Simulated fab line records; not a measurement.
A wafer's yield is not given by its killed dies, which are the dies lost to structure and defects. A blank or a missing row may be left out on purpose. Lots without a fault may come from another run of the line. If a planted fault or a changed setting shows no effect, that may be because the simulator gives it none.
2 desks, one fault | flow n5-finfet | numbers are kept per desk, each desk with only its own; the story behind them comes last

== FROM THE METROLOGY DESK ==
What the gauges read, lot by lot, whatever tool the lot ran on: means of the sampled wafers that have a number. Marked OUT: a lot whose mean sits more than 4 standard deviations from the usual mean, which makes it out of limits; the brackets give that distance. Of its 10 readings 7 are shown: those that lie furthest out on some lot.
Columns: A = DIBL_N at N5_BEOL_M4_RC_MEAS_101, usual 36.4 mV/V; B = IOFF_N at N5_BEOL_M4_RC_MEAS_101, usual 0.17 nA/um; C = IOFF_P at N5_BEOL_M4_RC_MEAS_101, usual 0.23 nA/um; D = ION_P at N5_BEOL_M4_RC_MEAS_101, usual 464 uA/um; E = SS_P at N5_BEOL_M4_RC_MEAS_101, usual 73.3 mV/dec; F = VT_N at N5_BEOL_M4_RC_MEAS_101, usual 250 mV; G = VT_P at N5_BEOL_M4_RC_MEAS_101, usual -249 mV
lot  | first seen here | A    | B    | C    | D   | E    | F   | G
L472 | day 8 18:25     | 35.6 | 0.13 | 0.20 | 453 | 72.8 | 253 | -253
L474 | day 10 12:07    | 38.0 | 0.21 | 0.29 | 452 | 74.8 | 248 | -246
L475 | day 10 17:28    | 37.7 | 0.21 | 0.35 | 489 | 73.8 | 246 | -238
L479 | day 11 19:10    | 34.0 | 0.14 | 0.19 | 454 | 73.2 | 250 | -251
L484 | day 12 20:25    | 40.5 | 0.26 | 0.28 | 460 | 73.8 | 244 | -249
L490 | day 14 05:27    | 37.5 | 0.18 | 0.24 | 466 | 73.4 | 246 | -246
L487 | day 14 09:50    | 38.3 | 0.22 | 0.25 | 464 | 74.1 | 245 | -247
L491 | day 14 14:22    | 35.3 | 0.15 | 0.19 | 461 | 72.4 | 249 | -248
L492 | day 14 19:58    | 35.6 | 0.15 | 0.21 | 467 | 72.7 | 250 | -250
L493 | day 15 12:50    | 34.8 | 0.15 | 0.20 | 470 | 73.2 | 251 | -250
L494 | day 15 13:28    | 33.8 | 0.13 | 0.20 | 464 | 72.3 | 252 | -249
This desk found nothing out of limits on any of the 11 lots.

== AT THE TOOL OWNER'S DESK: pecvd-03 ==
The tool's own readings at N5_BEOL_M3_PECVD_72 (deposits SiO2 from TEOS/O2, target thk 16 nm, time 18 s): means of the sampled wafers that have a number, for each lot that ran on this tool. Marked OUT: a lot whose mean sits more than 4 standard deviations from the usual mean, which makes it out of limits; the brackets give that distance.
Columns: A = heater-power-w at N5_BEOL_M3_PECVD_72, usual 735 W; B = rf-fwd-power-W at N5_BEOL_M3_PECVD_72, usual 445.3 W; C = showerhead-plenum-p-Torr at N5_BEOL_M3_PECVD_72, usual 8.82 Torr; D = throttle-valve-pct at N5_BEOL_M3_PECVD_72, usual 22.8 %
lot  | first seen here | A   | B     | C    | D
L472 | day 7 05:48     | 662 | 444.4 | 8.84 | 22.2
L479 | day 10 08:38    | 636 | 444.8 | 8.81 | 22.2
This desk found nothing out of limits on any of the 2 lots.

== ALL TOGETHER ==
The metrology desk saw nothing out of limits.
Nothing out of limits was seen by the tool owner's desk.

== WHAT THE SIMULATOR HAD INSERTED ==
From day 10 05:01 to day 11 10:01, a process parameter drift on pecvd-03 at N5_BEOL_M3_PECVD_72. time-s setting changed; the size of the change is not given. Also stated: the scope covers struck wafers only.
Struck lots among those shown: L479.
